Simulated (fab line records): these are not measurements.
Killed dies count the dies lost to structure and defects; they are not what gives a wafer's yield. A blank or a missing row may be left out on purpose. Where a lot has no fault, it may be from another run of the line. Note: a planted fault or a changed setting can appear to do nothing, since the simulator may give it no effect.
The same fault as seen by 3 desks -- flow nandHarc -- only its own numbers are on each desk; what lay behind them is given at the end

== TOOL OWNER'S DESK, rieDiel-10 ==
The tool's own readings at NHARC_A_CHANNEL_HOLE_D2_ETCH_39 (etches the open film in N2/H2, target depth 260 nm, time 325 s): means of the sampled wafers that have a number, for each lot that ran on this tool. If a lot's mean is further than 4 standard deviations from the usual mean, the lot is out of limits and carries the mark OUT (the distance appears in the brackets).
Columns: A = chamberPressureMTorr at NHARC_A_CHANNEL_HOLE_D2_ETCH_39, usual 29.998 mTorr; B = drypumpMotorCurrentA at NHARC_A_CHANNEL_HOLE_D2_ETCH_39, usual 5.7 A; C = oesProductAu at NHARC_A_CHANNEL_HOLE_D2_ETCH_39, usual 1.000 a.u.; D = rfVppV at NHARC_A_CHANNEL_HOLE_D2_ETCH_39, usual 429.7 V; E = showerheadPlenumPTorr at NHARC_A_CHANNEL_HOLE_D2_ETCH_39, usual 2.01 Torr; F = throttleValvePct at NHARC_A_CHANNEL_HOLE_D2_ETCH_39, usual 14.172 %
lot,first seen here,A,B,C,D,E,F
L826,day 13 19:47,29.995,5.7,1.004,430.8,2.06,14.183
L825,day 13 20:02,30.010,5.8,0.999,431.2,2.07,14.172
L830,day 15 15:23,30.023,5.9,0.995,431.6,2.07,14.176
L832,day 15 22:56,29.988,5.9,1.000,430.5,2.07,14.169
L833,day 16 13:32,30.017,5.6,1.002,432.0,2.11,14.170
L838,day 19 18:46,30.009,5.8,1.003,429.1,2.02,14.169
L840,day 19 23:14,29.981,5.6,1.005,432.6,2.11,14.168
L844,day 21 07:29,29.998,5.6,1.003,433.5,2.15,14.175
This desk found nothing out of limits on any of the 8 lots.

== THE DEFECT DESK ==
Inspection counts along the route, by lot: the mean over sampled wafers that carry a number. If a lot's mean is further than 4 standard deviations from the usual mean, the lot is out of limits and carries the mark OUT (the distance appears in the brackets).
Columns: A = rawDefectCount at NHARC_A_CHANNEL_HOLE_D2_INSPECT_40, usual 283
lot,first seen here,A
L824,day 13 07:27,263
L826,day 14 02:34,299
L825,day 14 03:03,327
L830,day 15 22:08,583
L832,day 16 06:06,644
L833,day 16 20:44,645
L836,day 17 23:55,434
L838,day 20 01:36,218
L840,day 20 09:50,283
L844,day 21 14:11,294
L846,day 24 07:31,183
This desk found nothing out of limits on any of the 11 lots.

== METROLOGY DESK ==
What the gauges read, lot by lot, whatever tool the lot ran on: means of the sampled wafers that have a number. If a lot's mean is further than 4 standard deviations from the usual mean, the lot is out of limits and carries the mark OUT (the distance appears in the brackets).
Columns: A = cdNm at NHARC_A_CHANNEL_HOLE_D2_CD_MEAS_18, usual 98.8 nm
lot,first seen here,A
L824,day 13 01:41,100.0
L826,day 13 20:48,96.6
L825,day 13 21:16,98.6
L830,day 15 16:19,98.8
L832,day 15 23:52,97.9
L833,day 16 14:54,97.3
L836,day 17 15:53,100.0
L838,day 19 19:41,98.5
L840,day 20 00:06,97.3
L844,day 21 08:25,98.0
L846,day 23 21:19,97.9
This desk found nothing out of limits on any of the 11 lots.

== BROUGHT TOGETHER ==
Nothing out of limits was seen by the tool owner's desk.
Nothing out of limits was seen by the defect desk.
At the metrology desk, nothing out of limits was observed.

== WHAT THE SIMULATOR HAD INSERTED ==
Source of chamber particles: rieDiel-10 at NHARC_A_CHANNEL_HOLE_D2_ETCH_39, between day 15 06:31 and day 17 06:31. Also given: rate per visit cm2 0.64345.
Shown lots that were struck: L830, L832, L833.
